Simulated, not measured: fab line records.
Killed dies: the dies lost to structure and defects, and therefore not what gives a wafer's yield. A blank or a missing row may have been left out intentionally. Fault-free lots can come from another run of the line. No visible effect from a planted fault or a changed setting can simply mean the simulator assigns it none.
fab line records	flow nand_harc	part 1 of 2: steps 1 to 24 of 32
[record] lots = 5	wafers = 15	last_day = 33
route steps=1302 shown A_CONTACT@1063
lots that met no fault: taken from a fault-free run of the same line
start_h: hours from the record's opening day to when the first of the lot's shown wafers began	wait_h: hours since the lot's step before	" as in the row above	L1.1+2: several wafers, shown together as one row	- either no value or no given start	* or withheld: withheld	< > ~ a bound
route shown NAME@n: NAME is a module with steps in the file, n the number in the route of the first one	usual: mean/standard deviation taken from wafers without a fault	same: alike in all rows	chamber/n: place in a boat	sites: readings site by site	_std_site: their standard deviation	_edge_site: mean of outer sites minus mean of inner sites	radius_mm: how far each site lies from the wafer's centre	mask NAME#n: copy n	behind: the tool/chamber that last shaped the wafer	hold: cause of the lot's hold/its duration in hours/its outcome	device: whichever transistor did not switch (one of n, p or np)	end of line: the same wafers' tests at the end of the route	a step with no rows: only its recipe	killed: at the first sort, the dies lost to defects and structure; wafer yield is something else	map: shows each die of a wafer: x if killed, . if not, _ if none is there
set.NAME: the run value of the setting; set.NAME@STEP: its run value at that earlier step	model.NAME: the simulator's own value behind a step, which no gauge read
a table for each step, a row for each wafer; lots at some steps of the route
services: a tool's chamber out of use, with start hour (start_h, from the record's first day; less than 0 if before it), hours out, and reason
[[steps]]
[step NHARC_A_CONTACT_ETCH_106]
[recipe] target_depth_a = 900	overetch_a = 90	time_s = 49.5	ion_energy_ev = 100	cf4_flow_sccm = 80	o2_flow_sccm = 20	ar_flow_sccm = 0	rf_w = 300	bias_w = 100	chemistry = CF4/O2
[usual] drypump_motor_current_A = 5.7/0.43	oes_f_703_au = 1.000/0.0044	oes_product_au = 1.003/0.01	rf_vpp_V = 197.8/1.6	showerhead_plenum_p_Torr = 1.34/0.068	throttle_valve_pct = 13.398/0.0094
lot.wafer	tool	chamber	start_h	wait_h	drypump_motor_current_A	oes_f_703_au	oes_product_au	rf_hours_counter_h	rf_vpp_V	showerhead_plenum_p_Torr	throttle_valve_pct
L075.1	rie_diel-02	2	523.27	0.1	6.0	0.995	0.989	45	197.5	1.28	13.396
L075.5	"	3	"	"	6.6	0.999	1.003	-	198.7	1.43	13.401
L075.6	"	0	"	"	5.7	1.001	1.005	-	198.7	1.41	13.396
L083.2	rie_diel-06	2	598.03	0.0	5.7	0.998	0.993	16	199.2	1.32	13.399
L083.4	"	3	"	"	5.2	1.005	0.982	17	196.3	1.29	13.406
L083.6	"	3	"	"	5.1	1.000	1.001	-	198.0	1.29	13.401
L089.2	rie_diel-09	1	646.99	0.1	5.8	1.006	1.009	49	200.3	1.40	13.387
L089.1	"	2	"	"	5.2	0.990	1.001	50	199.7	1.41	13.401
L089.4	"	3	"	"	6.4	0.994	1.003	46	196.5	1.23	13.384
L090.3	rie_diel-06	3	664.35	0.1	5.1	1.001	1.015	27	197.3	1.28	13.426
L090.6	"	2	"	"	5.8	0.997	0.995	-	198.0	1.32	13.401
L090.5	"	3	"	"	5.1	1.009	1.008	-	196.3	1.28	13.406
L095.4	rie_diel-06	1	732.47	0.1	5.2	0.997	0.991	6	197.3	1.27	13.405
L095.2	"	3	"	"	5.1	1.001	1.006	7	196.9	1.28	13.395
L095.6	"	0	"	"	5.8	1.000	0.993	-	200.9	1.44	13.407
[step NHARC_A_CONTACT_STRIP_82]
[recipe] o2_flow_sccm = 500	ar_flow_sccm = 0	bias_w = 0	chemistry = O2
[usual] drypump_motor_current_A = 5.7/0.43	oes_product_au = 1.001/0.01	rf_vpp_V = 57.8/0.86	showerhead_plenum_p_Torr = 3.53/0.17	throttle_valve_pct = 17.036/0.0088
lot.wafer	tool	chamber	start_h	wait_h	drypump_motor_current_A	oes_product_au	rf_hours_counter_h	rf_vpp_V	showerhead_plenum_p_Torr	throttle_valve_pct
L075.1	rie_diel-02	2	-	-	6.0	0.987	45	57.0	3.40	17.036
L075.6	"	2	"	"	6.1	0.990	-	57.9	3.40	17.027
L075.5	"	3	"	"	6.6	0.996	-	59.5	3.76	17.024
L083.4	rie_diel-06	2	-	-	5.8	0.991	16	57.3	3.49	17.040
L083.2	"	0	"	"	5.8	1.000	19	58.8	3.80	17.044
L083.6	"	2	"	"	5.7	0.992	-	59.2	3.49	17.042
L089.2	rie_diel-09	3	-	-	6.4	1.001	46	57.2	3.27	17.033
L089.4	"	0	"	"	5.2	1.018	44	58.4	3.34	17.028
L089.1	"	1	"	"	5.7	1.005	49	57.6	3.68	17.049
L090.3	rie_diel-06	2	-	-	5.8	1.000	26	57.8	3.48	17.025
L090.6	"	0	"	"	5.8	0.984	-	58.6	3.79	17.030
L090.5	"	1	"	"	5.3	0.988	-	57.2	3.38	17.038
L095.2	rie_diel-06	2	-	-	5.7	0.997	7	57.7	3.48	17.045
L095.4	"	0	"	"	5.8	0.991	7	59.2	3.79	17.044
L095.6	"	2	"	"	5.8	1.011	-	57.8	3.48	17.050
[step NHARC_A_CONTACT_STRIP_83]
[recipe] time_s = 600	temp_c = 30	chemistry = post_etch_residue_remover
lot.wafer	tool	chamber	start_h	wait_h
L075.6+5+1	wet_bench-09	2,4,5	523.65	-
L083.2+4+6	wet_bench-09	3,5,6	598.43	-
L089.4+2+1	wet_bench-03	6,1,2	647.39	-
L090.3+5+6	wet_bench-09	2,3,7	664.74	-
L095.2+4+6	wet_bench-05	4,6,1	732.85	-
[step NHARC_A_CONTACT_DEP_84]
[recipe] target_thk_a = 28000	temp_c = 400	material = aC
[usual] throttle_valve_pct = 35.000/0.0088
lot.wafer	tool	chamber	start_h	wait_h	throttle_valve_pct
L075.1	acl_dep-01	0	523.91	-	34.999
L075.5	"	0	525.05	-	34.999
L075.6	"	0	"	"	35.014
L083.2	acl_dep-02	0	598.97	-	35.000
L083.4	"	0	"	"	35.005
L083.6	"	0	"	"	34.998
L089.1	acl_dep-03	0	649.60	-	35.016
L089.2	"	0	"	"	34.997
L089.4	"	0	"	"	35.005
L090.3	acl_dep-02	0	672.76	-	34.993
L090.5	"	0	"	"	35.005
L090.6	"	0	"	"	34.994
L095.2	acl_dep-03	0	733.40	-	34.993
L095.4	"	0	"	"	34.999
L095.6	"	0	"	"	34.993
[step NHARC_A_CONTACT_DEP_85]
[recipe] target_thk_a = 600	target_thk_nm = 60	temp_c = 400	pressure_torr = 3.5	flow_sccm = 200	rf_w = 350	material = SiON
[usual] heater_power_outer_w = 439/64	heater_power_w = 743/110
lot.wafer	tool	chamber	start_h	wait_h	heater_power_outer_w	heater_power_w
L075.1	pecvd-02	2	525.68	1.5	542	940
L075.6	"	1	"	"	355	611
L075.5	"	2	"	"	527	907
L083.2	pecvd-03	1	600.41	1.2	374	626
L083.6	"	1	"	"	375	640
L083.4	"	0	"	"	517	857
L089.1	pecvd-01	1	651.32	1.4	491	825
L089.2	"	2	"	"	511	854
L089.4	"	1	"	"	487	837
L090.3	pecvd-03	0	673.92	0.9	478	827
L090.5	"	1	"	"	378	629
L090.6	"	2	"	"	400	732
L095.2	pecvd-01	0	734.88	1.2	405	668
L095.4	"	2	"	"	507	873
L095.6	"	1	"	"	503	825
[step NHARC_A_CONTACT_DEHYDRATE_00]
[recipe] temp_c = 150	time_s = 120
lot.wafer	tool	chamber	start_h	wait_h
L075.1+5+6	litho_track-04	0	526.00	0.3
L083.2+4+6	litho_track-04	0	600.68	0.2
L089.1+2+4	litho_track-01	0	651.59	0.2
L090.3+5+6	litho_track-06	0	674.18	0.2
L095.2+4+6	litho_track-04	0	735.13	0.2
[step NHARC_A_CONTACT_HMDS_01]
[recipe] time_s = 30
lot.wafer	tool	chamber	start_h	wait_h
L075.1+5+6	litho_track-04	0	-	-
L083.2+4+6	litho_track-04	0	-	-
L089.1+2+4	litho_track-01	0	-	-
L090.3+5+6	litho_track-06	0	-	-
L095.2+4+6	litho_track-04	0	-	-
[step NHARC_A_CONTACT_COAT_86]
[recipe] temp_c = 260	time_s = 75
lot.wafer	tool	chamber	start_h	wait_h
L075.1+5+6	litho_track-04	0	-	-
L083.2+4+6	litho_track-04	0	-	-
L089.1+2+4	litho_track-01	0	-	-
L090.3+5+6	litho_track-06	0	-	-
L095.2+4+6	litho_track-04	0	-	-
[step NHARC_A_CONTACT_COAT_87]
[recipe] temp_c = 225	time_s = 65
lot.wafer	tool	chamber	start_h	wait_h
L075.1+5+6	litho_track-04	0	-	-
L083.2+4+6	litho_track-04	0	-	-
L089.1+2+4	litho_track-01	0	-	-
L090.3+5+6	litho_track-06	0	-	-
L095.2+4+6	litho_track-04	0	-	-
[step NHARC_A_CONTACT_COAT_02]
[recipe] spin_rpm = 1500	resist_thk_nm = 90
lot.wafer	tool	chamber	start_h	wait_h
L075.1+5+6	litho_track-04	0	-	-
L083.2+4+6	litho_track-04	0	-	-
L089.1+2+4	litho_track-01	0	-	-
L090.3+5+6	litho_track-06	0	-	-
L095.2+4+6	litho_track-04	0	-	-
[step NHARC_A_CONTACT_SOFTBAKE_03]
[recipe] temp_c = 105	time_s = 55
lot.wafer	tool	chamber	start_h	wait_h
L075.1+5+6	litho_track-04	0	-	-
L083.2+4+6	litho_track-04	0	-	-
L089.1+2+4	litho_track-01	0	-	-
L090.3+5+6	litho_track-06	0	-	-
L095.2+4+6	litho_track-04	0	-	-
[step NHARC_A_CONTACT_EBR_04]
lot.wafer	tool	chamber	start_h	wait_h
L075.1+5+6	litho_track-04	0	-	-
L083.2+4+6	litho_track-04	0	-	-
L089.1+2+4	litho_track-01	0	-	-
L090.3+5+6	litho_track-06	0	-	-
L095.2+4+6	litho_track-04	0	-	-
[step NHARC_A_CONTACT_EXPOSE_05]
[recipe] na = 1.35	sigma_outer = 0.8	dose_mj = 84.24	mask_id = A_CC
lot.wafer	tool	chamber	start_h	wait_h	mask
L075.1+5+6	arfi_scanner-03	0	526.31	-	A_CC#0
L083.2+4+6	arfi_scanner-03	0	601.00	-	A_CC#0
L089.1+2+4	arfi_scanner-02	0	651.78	-	A_CC#0
L090.3+5+6	arfi_scanner-02	0	674.38	-	A_CC#0
L095.2+4+6	arfi_scanner-01	0	735.44	-	A_CC#0
[step NHARC_A_CONTACT_PEB_06]
[recipe] peb_temp_c = 100	peb_time_s = 65
lot.wafer	tool	chamber	start_h	wait_h
L075.1+5+6	litho_track-01	0	526.37	0.1
L083.2+4+6	litho_track-06	0	601.05	0.1
L089.1+2+4	litho_track-06	0	651.84	0.1
L090.3+5+6	litho_track-04	0	674.43	0.0
L095.2+4+6	litho_track-01	0	735.50	0.1
[step NHARC_A_CONTACT_DEVELOP_07]
[recipe] develop_time_s = 35	dev_temp_c = 23
lot.wafer	tool	chamber	start_h	wait_h
L075.1+5+6	litho_track-01	0	-	-
L083.2+4+6	litho_track-06	0	-	-
L089.1+2+4	litho_track-06	0	-	-
L090.3+5+6	litho_track-04	0	-	-
L095.2+4+6	litho_track-01	0	-	-
[step NHARC_A_CONTACT_CD_MEAS_08]
[recipe] target_cd_nm = 200	landing_energy_ev = 500
[usual] cd_nm = 200.0/0.65
[same] landing_energy_ev = 500
lot.wafer	tool	chamber	start_h	wait_h	cd_nm
L075.1	cd_sem-01	0	526.45	-	200.4
L075.5	"	0	"	"	199.8
L075.6	"	0	"	"	200.8
L083.2	cd_sem-02	0	601.13	-	199.5
L083.4	"	0	"	"	200.0
L083.6	"	0	"	"	199.1
L089.1	cd_sem-01	0	651.92	-	199.8
L089.2	"	0	"	"	199.3
L089.4	"	0	"	"	199.8
L090.3	cd_sem-03	0	674.51	-	200.2
L090.5	"	0	"	"	201.1
L090.6	"	0	"	"	199.3
L095.2	cd_sem-03	0	735.58	-	201.0
L095.4	"	0	"	"	200.0
L095.6	"	0	"	"	199.0
[step NHARC_A_CONTACT_OVL_MEAS_09]
[usual] overlay_x_nm = -0.1/1.1	overlay_y_nm = 0.0/0.92
lot.wafer	tool	chamber	start_h	wait_h	overlay_x_nm	overlay_y_nm
L075.1	overlay-01	-	526.53	-	0.0	-0.3
L075.5	"	-	"	"	-0.6	-0.3
L075.6	"	-	"	"	-0.6	-0.8
L083.2	overlay-01	-	601.22	-	0.0	-1.0
L083.4	"	-	"	"	-0.1	-0.6
L083.6	"	-	"	"	-0.1	-0.7
L089.1	overlay-01	-	652.01	-	-1.1	0.8
L089.2	"	-	"	"	-0.4	0.8
L089.4	"	-	"	"	-0.6	1.5
L090.3	overlay-01	-	674.60	-	-0.3	-0.9
L090.5	"	-	"	"	-0.4	-0.9
L090.6	"	-	"	"	0.1	-0.7
L095.2	overlay-02	-	735.66	-	-0.9	1.7
L095.4	"	-	"	"	-1.0	1.6
L095.6	"	-	"	"	-0.9	2.0
[step NHARC_A_CONTACT_INSPECT_10]
[usual] raw_defect_count = 89/34
lot.wafer	tool	chamber	start_h	wait_h	raw_defect_count
L075.1	defect_inspect-01	-	526.57	0.0	126
L075.5	"	-	"	"	128
L075.6	"	-	"	"	146
L083.2	defect_inspect-01	-	601.26	0.0	84
L083.4	"	-	"	"	92
L083.6	"	-	"	"	78
L089.1	defect_inspect-01	-	652.04	0.0	135
L089.2	"	-	"	"	161
L089.4	"	-	"	"	126
L090.3	defect_inspect-01	-	674.64	0.0	126
L090.5	"	-	"	"	100
L090.6	"	-	"	"	105
L095.2	defect_inspect-01	-	735.70	0.0	45
L095.4	"	-	"	"	50
L095.6	"	-	"	"	43
[step NHARC_A_CONTACT_DESCUM_13]
[recipe] time_s = 3	o2_flow_sccm = 200	ar_flow_sccm = 0	bias_power_w = 0	chemistry = O2
[usual] drypump_motor_current_A = 5.7/0.45	oes_product_au = 1.002/0.011	rf_vpp_V = 57.7/0.99	showerhead_plenum_p_Torr = 1.92/0.097	throttle_valve_pct = 11.311/0.0085
[same] bias_power_w = 0
lot.wafer	tool	chamber	start_h	wait_h	drypump_motor_current_A	oes_product_au	rf_hours_counter_h	rf_vpp_V	showerhead_plenum_p_Torr	throttle_valve_pct
L075.1	rie_diel-06	0	526.65	0.1	5.8	0.989	7	57.7	2.07	11.303
L075.6	"	2	"	"	5.8	0.987	-	57.5	1.89	11.302
L075.5	"	3	"	"	5.1	0.983	-	57.3	1.85	11.299
L083.4	rie_diel-09	1	601.33	0.1	5.7	0.999	35	60.4	2.01	11.307
L083.2	"	3	"	"	6.4	1.000	32	56.5	1.77	11.287
L083.6	"	0	"	"	5.2	1.004	-	59.0	1.81	11.319
L089.4	rie_diel-06	1	652.10	0.1	5.2	0.999	26	57.9	1.82	11.314
L089.2	"	3	"	"	5.1	0.996	25	59.2	1.84	11.322
L089.1	"	0	"	"	5.8	0.995	27	58.7	2.07	11.294
L090.3	rie_diel-02	3	674.95	0.3	6.6	1.024	32	57.8	2.03	11.309
L090.6	"	3	"	"	6.6	1.026	-	58.2	2.03	11.313
L090.5	"	0	"	"	5.7	1.005	-	57.8	2.01	11.313
L095.4	rie_diel-02	2	735.76	0.1	6.0	1.000	52	56.6	1.82	11.324
L095.2	"	0	"	"	5.7	0.989	55	57.3	2.00	11.311
L095.6	"	3	"	"	6.6	1.023	-	57.5	2.02	11.324
[step NHARC_A_CONTACT_ETCH_88]
[recipe] target_depth_a = 390	over_etch_frac = 0.3	time_s = 65	ion_energy_ev = 80	cf4_flow_sccm = 150	ar_flow_sccm = 0	rf_w = 300	bias_w = 100	chemistry = CF4
[usual] drypump_motor_current_A = 5.8/0.45	oes_product_au = 1.002/0.011	rf_vpp_V = 151.4/1.2	showerhead_plenum_p_Torr = 1.78/0.085	throttle_valve_pct = 13.284/0.0092
lot.wafer	tool	chamber	start_h	wait_h	drypump_motor_current_A	oes_product_au	rf_hours_counter_h	rf_vpp_V	showerhead_plenum_p_Torr	throttle_valve_pct
L075.1	rie_diel-06	3	526.74	0.1	5.1	0.986	6	149.2	1.71	13.277
L075.6	"	0	"	"	5.8	0.999	-	153.0	1.91	13.290
L075.5	"	1	"	"	5.2	1.002	-	150.1	1.70	13.285
L083.2	rie_diel-09	2	601.40	0.1	5.3	1.006	36	153.1	1.86	13.285
L083.4	"	1	"	"	5.7	0.998	35	152.7	1.85	13.280
L083.6	"	2	"	"	5.2	1.002	-	150.7	1.86	13.298
L089.2	rie_diel-06	0	652.20	0.1	5.8	0.998	27	152.4	1.90	13.289
L089.1	"	1	"	"	5.3	0.989	26	150.2	1.69	13.287
L089.4	"	2	"	"	5.7	0.992	24	150.8	1.75	13.280
L090.3	rie_diel-02	1	675.83	0.9	6.1	1.019	30	151.7	1.74	13.298
L090.6	"	1	"	"	6.1	1.032	-	152.4	1.75	13.277
L090.5	"	2	"	"	6.1	1.014	-	149.1	1.69	13.281
L095.4	rie_diel-02	0	735.89	0.1	5.7	0.993	55	152.4	1.84	13.283
L095.2	"	2	"	"	6.1	1.005	52	150.9	1.69	13.295
L095.6	"	3	"	"	6.6	1.017	-	152.6	1.86	13.296
[step NHARC_A_CONTACT_ETCH_89]
[recipe] target_depth_a = 2600	over_etch_frac = 0.3	time_s = 475.3	ion_energy_ev = 200	n2_flow_sccm = 150	h2_flow_sccm = 150	ar_flow_sccm = 0	rf_w = 400	bias_w = 150	chemistry = N2/H2
[usual] drypump_motor_current_A = 5.7/0.43	oes_product_au = 1.004/0.013	rf_vpp_V = 430.6/2.9	showerhead_plenum_p_Torr = 2.04/0.1	throttle_valve_pct = 14.171/0.0087
lot.wafer	tool	chamber	start_h	wait_h	drypump_motor_current_A	oes_product_au	rf_hours_counter_h	rf_vpp_V	showerhead_plenum_p_Torr	throttle_valve_pct
L075.1	rie_diel-06	1	-	-	5.2	1.003	3	428.8	1.95	14.171
L075.6	"	1	"	"	5.2	1.011	-	428.9	1.95	14.171
L075.5	"	2	"	"	5.8	0.985	-	430.8	2.02	14.162
L083.4	rie_diel-09	0	-	-	5.3	1.001	31	428.8	1.92	14.173
L083.2	"	1	"	"	5.7	1.010	35	433.8	2.14	14.169
L083.6	"	1	"	"	5.7	0.989	-	433.2	2.14	14.164
L089.1	rie_diel-06	1	-	-	5.3	0.988	26	427.3	1.94	14.169
L089.4	"	3	"	"	5.1	1.000	25	428.9	1.96	14.177
L089.2	"	0	"	"	5.8	1.003	28	435.3	2.21	14.161
L090.3	rie_diel-02	0	-	-	5.7	1.001	35	434.4	2.14	14.167
L090.5	"	1	"	"	6.1	1.024	-	429.0	2.01	14.173
L090.6	"	2	"	"	6.0	1.011	-	427.3	1.94	14.185
L095.2	rie_diel-02	1	-	-	6.1	1.031	52	429.3	2.00	14.167
L095.4	"	0	"	"	5.7	0.997	55	432.8	2.13	14.173
L095.6	"	2	"	"	6.0	0.999	-	428.3	1.93	14.190
[step NHARC_A_CONTACT_ETCH_30]
[recipe] target_depth_a = 726	time_s = 36.3	cf4_flow_sccm = 100	chf3_flow_sccm = 30	ar_flow_sccm = 0	rf_w = 500	bias_w = 200	chemistry = CF4/CHF3
[usual] drypump_motor_current_A = 5.8/0.45	oes_product_au = 0.935/0.021	rf_vpp_V = 370.7/2.7	showerhead_plenum_p_Torr = 1.58/0.077	throttle_valve_pct = 16.803/0.0095
lot.wafer	tool	chamber	start_h	wait_h	drypump_motor_current_A	oes_product_au	rf_hours_counter_h	rf_vpp_V	showerhead_plenum_p_Torr	throttle_valve_pct
L075.1	rie_diel-06	2	-	-	5.8	0.916	6	369.8	1.56	16.812
L075.5	"	3	"	"	5.1	0.917	-	369.0	1.52	16.800
L075.6	"	0	"	"	5.8	0.926	-	375.4	1.70	16.809
L083.2	rie_diel-09	0	-	-	5.2	0.917	31	367.9	1.49	16.817
L083.4	"	1	"	"	5.7	0.924	35	373.2	1.65	16.817
L083.6	"	3	"	"	6.4	0.928	-	366.9	1.46	16.789
L089.2	rie_diel-06	2	-	-	5.8	0.921	25	369.2	1.55	16.814
L089.4	"	3	"	"	5.2	0.906	25	371.0	1.52	16.811
L089.1	"	0	"	"	5.8	0.912	28	374.6	1.69	16.797
L090.3	rie_diel-02	0	-	-	5.7	0.939	35	372.2	1.65	16.794
L090.5	"	1	"	"	6.1	0.954	-	369.0	1.55	16.791
L090.6	"	2	"	"	6.0	0.953	-	367.2	1.50	16.781
L095.2	rie_diel-02	0	-	-	5.7	0.933	55	373.9	1.64	16.801
L095.4	"	3	"	"	6.5	0.945	54	373.9	1.66	16.804
L095.6	"	0	"	"	5.7	0.921	-	372.9	1.64	16.804
[step NHARC_A_CONTACT_ETCH_31]
[recipe] target_depth_a = 28000	over_etch_frac = 0.3	time_s = 728	ion_energy_ev = 150	o2_flow_sccm = 400	cos_flow_sccm = 20	ar_flow_sccm = 0	rf_w = 500	bias_w = 300	chemistry = O2/COS
[usual] drypump_motor_current_A = 5.8/0.45	oes_product_au = 1.002/0.011	rf_vpp_V = 314.4/2.4	showerhead_plenum_p_Torr = 3.14/0.16	throttle_valve_pct = 28.332/0.0093
lot.wafer	tool	chamber	start_h	wait_h	drypump_motor_current_A	oes_product_au	rf_hours_counter_h	rf_vpp_V	showerhead_plenum_p_Torr	throttle_valve_pct
L075.1	rie_diel-06	2	-	-	5.8	0.986	6	313.4	3.09	28.341
L075.5	"	3	"	"	5.2	0.983	-	312.4	3.02	28.340
L075.6	"	0	"	"	5.8	0.993	-	318.8	3.37	28.330
L083.4	rie_diel-09	2	-	-	5.2	0.991	36	316.2	3.29	28.330
L083.2	"	3	"	"	6.4	1.005	33	311.1	2.90	28.351
L083.6	"	3	"	"	6.4	0.996	-	311.9	2.90	28.340
L089.2	rie_diel-06	3	-	-	5.1	1.005	25	313.3	3.01	28.329
L089.1	"	0	"	"	5.8	0.991	28	317.0	3.36	28.333
L089.4	"	2	"	"	5.7	0.995	25	313.6	3.08	28.318
L090.3	rie_diel-02	2	-	-	6.0	1.004	30	310.7	2.98	28.353
L090.5	"	1	"	"	6.1	1.023	-	312.7	3.08	28.333
L090.6	"	2	"	"	6.1	1.008	-	311.9	2.98	28.338
L095.2	rie_diel-02	3	-	-	6.6	1.024	54	316.2	3.29	28.327
L095.4	"	0	"	"	5.7	0.996	55	316.5	3.25	28.328
L095.6	"	1	"	"	6.2	1.024	-	312.7	3.07	28.329
[step NHARC_A_CONTACT_ETCH_134]
[recipe] source_w = withheld	pressure_mtorr = 20	bias_v = withheld	time_s = 140	target_depth_a = 7000	ar_flow_sccm = withheld	c4f8_flow_sccm = withheld	o2_flow_sccm = withheld	chemistry = C4F8/O2/Ar
lot.wafer	tool	chamber	start_h	wait_h	rf_hours_counter_h
L075.1	har_cap_etch-02	1	527.76	-	88
L075.5	"	1	"	"	-
L075.6	"	0	"	"	-
L083.2	har_cap_etch-02	0	602.59	-	100
L083.4	"	1	"	"	-
L083.6	"	1	"	"	-
L089.1	har_cap_etch-02	1	653.23	-	108
L089.2	"	0	"	"	108
L089.4	"	1	"	"	-
L090.3	har_cap_etch-02	0	676.95	-	-
L090.5	"	0	"	"	-
L090.6	"	1	"	"	-
L095.2	har_cap_etch-02	1	736.98	-	123
L095.4	"	0	"	"	-
L095.6	"	1	"	"	-
